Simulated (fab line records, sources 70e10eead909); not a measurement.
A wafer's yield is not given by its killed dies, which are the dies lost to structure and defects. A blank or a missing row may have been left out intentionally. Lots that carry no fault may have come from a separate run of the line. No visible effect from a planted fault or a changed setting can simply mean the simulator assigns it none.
Which tool was responsible? -- flow nand-harc -- 41 wafers from 14 lots sampled at 5 of the route's 1302 steps

== WHAT THE GAUGES SHOWED, per wafer ==
NHARC_A_SOURCE_PLATE_THK_MEAS_09: measures by ellipsometry.
lot,measured,on,thk-nm (nm)
L573,day 7 07:15,film-metro-01,9.8 10.4 8.7
L574,day 7 22:32,film-metro-02,9.4 10.1 9.9
L576,day 8 08:02,film-metro-01,10.3 9.6 8.8
L577,day 9 04:17,film-metro-01,9.4 8.5 9.9
L578,day 9 04:17,film-metro-02,10.8 9.6 8.9
L582,day 10 22:28,film-metro-01,9.7 9.5 8.0
L583,day 11 07:08,film-metro-01,10.9 9.1
L589,day 13 21:56,film-metro-02,11.0 9.5 9.9
L590,day 14 07:03,film-metro-01,9.5 10.4 9.3
L591,day 14 14:52,film-metro-02,9.6 10.2 9.6
L592,day 15 01:52,film-metro-01,8.8 8.7 9.5
L594,day 15 17:10,film-metro-02,8.9 10.5 9.0
L595,day 16 09:50,film-metro-02,9.5 9.5 8.6
L596,day 16 15:56,film-metro-01,10.3 9.4 9.0

NHARC_A_ONON_D1_THK_MEAS_21: measures by ellipsometry.
lot,measured,on,thk-nm (nm)
L573,day 8 08:49,film-metro-02,988 988 987
L574,day 8 23:04,film-metro-01,1002 1001 1002
L576,day 9 10:04,film-metro-02,998 997 997
L577,day 10 04:26,film-metro-02,1007 1007 1009
L578,day 10 04:19,film-metro-02,1008 1007 1007
L582,day 12 02:14,film-metro-02,1056 979 979
L583,day 12 07:04,film-metro-02,1069 993
L589,day 15 00:23,film-metro-02,1002 1005 1005
L590,day 15 11:37,film-metro-01,982 981 982
L591,day 15 15:01,film-metro-02,1008 1012 1009
L592,day 16 01:49,film-metro-02,1004 1003 1002
L594,day 16 21:27,film-metro-01,1013 1012 1012
L595,day 17 12:49,film-metro-02,1013 1013 1014
L596,day 17 12:49,film-metro-01,992 994 993

== EACH LOT AND THE TOOL THAT RAN IT (in order: tool; ch and the chambers of the sampled wafers; start) ==
lot,NHARC_A_ZERO_WELL_DESCUM_12,NHARC_A_ZERO_WELL_ETCH_13,NHARC_A_ONON_D1_DEP_19
L573,"rie-diel-04 ch 0,2,3, day 6 22:42","rie-si-02 ch 0,1,3, day 6 22:55","pecvd-onon-04 ch 0, day 8 08:22"
L574,"rie-diel-04 ch 0,2,3, day 7 07:15","rie-si-03 ch 0,1,2, day 7 07:28","pecvd-onon-01 ch 0, day 8 22:33"
L576,"rie-diel-08 ch 1,2,3, day 7 23:28","rie-si-05 ch 0,1,2, day 7 23:40","pecvd-onon-01 ch 0, day 9 09:33"
L577,"rie-diel-09 ch 0,1,3, day 8 19:41","rie-si-03 ch 1,2,3, day 8 19:55","pecvd-onon-04 ch 0, day 10 03:56"
L578,"rie-diel-09 ch 1,2,3, day 8 20:30","rie-si-05 ch 0,2, day 8 20:41","pecvd-onon-02 ch 0, day 10 03:55"
L582,"rie-diel-08 ch 0,2,3, day 10 13:55","rie-si-03 ch 1,2, day 10 14:07","pecvd-onon-04 ch 0, day 12 01:47"
L583,"rie-diel-04 ch 0,3, day 10 22:17","rie-si-03 ch 1,3, day 10 22:31","pecvd-onon-04 ch 0, day 12 06:40"
L589,"rie-diel-04 ch 0,3, day 13 13:43","rie-si-03 ch 0,2,3, day 13 13:57","pecvd-onon-02 ch 0, day 15 00:03"
L590,"rie-diel-04 ch 0,1,3, day 13 21:28","rie-si-03 ch 1,3, day 13 21:43","pecvd-onon-04 ch 0, day 15 11:05"
L591,"rie-diel-04 ch 0,1, day 14 04:20","rie-si-05 ch 0,1, day 14 04:34","pecvd-onon-01 ch 0, day 15 14:34"
L592,"rie-diel-04 ch 1,2,3, day 14 17:48","rie-si-02 ch 0,1,3, day 14 18:01","pecvd-onon-02 ch 0, day 16 01:25"
L594,"rie-diel-04 ch 1,3, day 15 08:34","rie-si-03 ch 0,3, day 15 08:46","pecvd-onon-04 ch 0, day 16 20:57"
L595,"rie-diel-09 ch 0,1,3, day 16 01:09","rie-si-05 ch 0,1,2, day 16 01:24","pecvd-onon-02 ch 0, day 17 12:17"
L596,"rie-diel-08 ch 0,2,3, day 16 06:21","rie-si-03 ch 1,2,3, day 16 06:33","pecvd-onon-01 ch 0, day 17 12:22"
- NHARC_A_ZERO_WELL_DESCUM_12: chemistry O2, time 3 s.
- NHARC_A_ZERO_WELL_ETCH_13: etches the open film in HBr/Cl2, target depth 120 nm, time 40.1 s.
- NHARC_A_ONON_D1_DEP_19: target thk 1000 nm.

== WHAT THE TOOLS THEMSELVES READ (means of the sampled wafers that have a number; where no wafer has one, the mark that the record gives instead) ==
NHARC_A_ZERO_WELL_DESCUM_12.
lot,tool,drypump-motor-current-A (A),oes-product-au (a.u.),rf-vpp-V (V),showerhead-plenum-p-Torr (Torr),throttle-valve-pct (%)
L573,rie-diel-04,5.5,1.001,58.3,1.98,11.309
L574,rie-diel-04,5.5,1.002,57.3,1.98,11.312
L576,rie-diel-08,5.9,1.001,58.6,1.97,11.317
L577,rie-diel-09,5.5,1.000,58.8,1.94,11.312
L578,rie-diel-09,6.0,1.011,56.5,1.93,11.311
L582,rie-diel-08,5.7,1.008,57.4,1.96,11.312
L583,rie-diel-04,5.6,0.992,58.8,1.97,11.322
L589,rie-diel-04,5.6,0.999,57.4,1.96,11.307
L590,rie-diel-04,5.8,0.992,57.9,1.95,11.313
L591,rie-diel-04,6.1,0.995,58.5,1.93,11.319
L592,rie-diel-04,5.7,0.994,58.4,1.97,11.309
L594,rie-diel-04,5.9,0.999,58.6,1.97,11.318
L595,rie-diel-09,5.6,1.005,58.9,1.92,11.314
L596,rie-diel-08,5.7,1.011,57.9,1.95,11.314

NHARC_A_ZERO_WELL_ETCH_13.
lot,tool,drypump-motor-current-A (A),oes-product-au (a.u.),throttle-valve-pct (%)
L573,rie-si-02,6.0,1.006,26.405
L574,rie-si-03,6.2,1.008,26.406
L576,rie-si-05,6.2,0.994,26.415
L577,rie-si-03,6.0,1.002,26.416
L578,rie-si-05,6.4,1.013,26.410
L582,rie-si-03,5.9,1.001,26.397
L583,rie-si-03,6.2,1.003,26.405
L589,rie-si-03,6.1,1.000,26.406
L590,rie-si-03,6.2,1.006,26.408
L591,rie-si-05,6.2,1.012,26.402
L592,rie-si-02,6.0,1.018,26.410
L594,rie-si-03,6.2,1.007,26.414
L595,rie-si-05,6.2,1.007,26.407
L596,rie-si-03,6.0,1.008,26.408

NHARC_A_ONON_D1_DEP_19.
lot,tool,susceptor-temp-C (C)
L573,pecvd-onon-04,400.03
L574,pecvd-onon-01,399.96
L576,pecvd-onon-01,399.98
L577,pecvd-onon-04,399.98
L578,pecvd-onon-02,399.91
L582,pecvd-onon-04,400.03
L583,pecvd-onon-04,399.92
L589,pecvd-onon-02,400.23
L590,pecvd-onon-04,400.26
L591,pecvd-onon-01,400.20
L592,pecvd-onon-02,400.13
L594,pecvd-onon-04,399.97
L595,pecvd-onon-02,399.96
L596,pecvd-onon-01,399.81

== THE ANSWER, worked out from the rows above alone ==
Rule: the usual values come from the lots themselves. Put in order of their means at a reading, lots are off if they are a third of the lots or fewer, leave a main group of 4 or more, and stand apart from it by a gap of 3 or more times the standard deviation of the main group's means; of several such gaps the widest counts. Not used: any main group whose means are identical at the precision the tables above print for the reading. Also off: a lot with no number at a reading for which 4 or more lots have one. All remaining lots with rows at the step are treated as sound. Order of review: gauges by route order, followed by the tools' own readings, for which a lot's mean as printed above is used. The first step at which some lot is off is used, and at that step the reading that is off furthest; a lot without a number counts as furthest.
Across all readings shown, no lot is off: no conclusion can be drawn from this.

== WHAT THE SIMULATOR HAD PUT IN ==
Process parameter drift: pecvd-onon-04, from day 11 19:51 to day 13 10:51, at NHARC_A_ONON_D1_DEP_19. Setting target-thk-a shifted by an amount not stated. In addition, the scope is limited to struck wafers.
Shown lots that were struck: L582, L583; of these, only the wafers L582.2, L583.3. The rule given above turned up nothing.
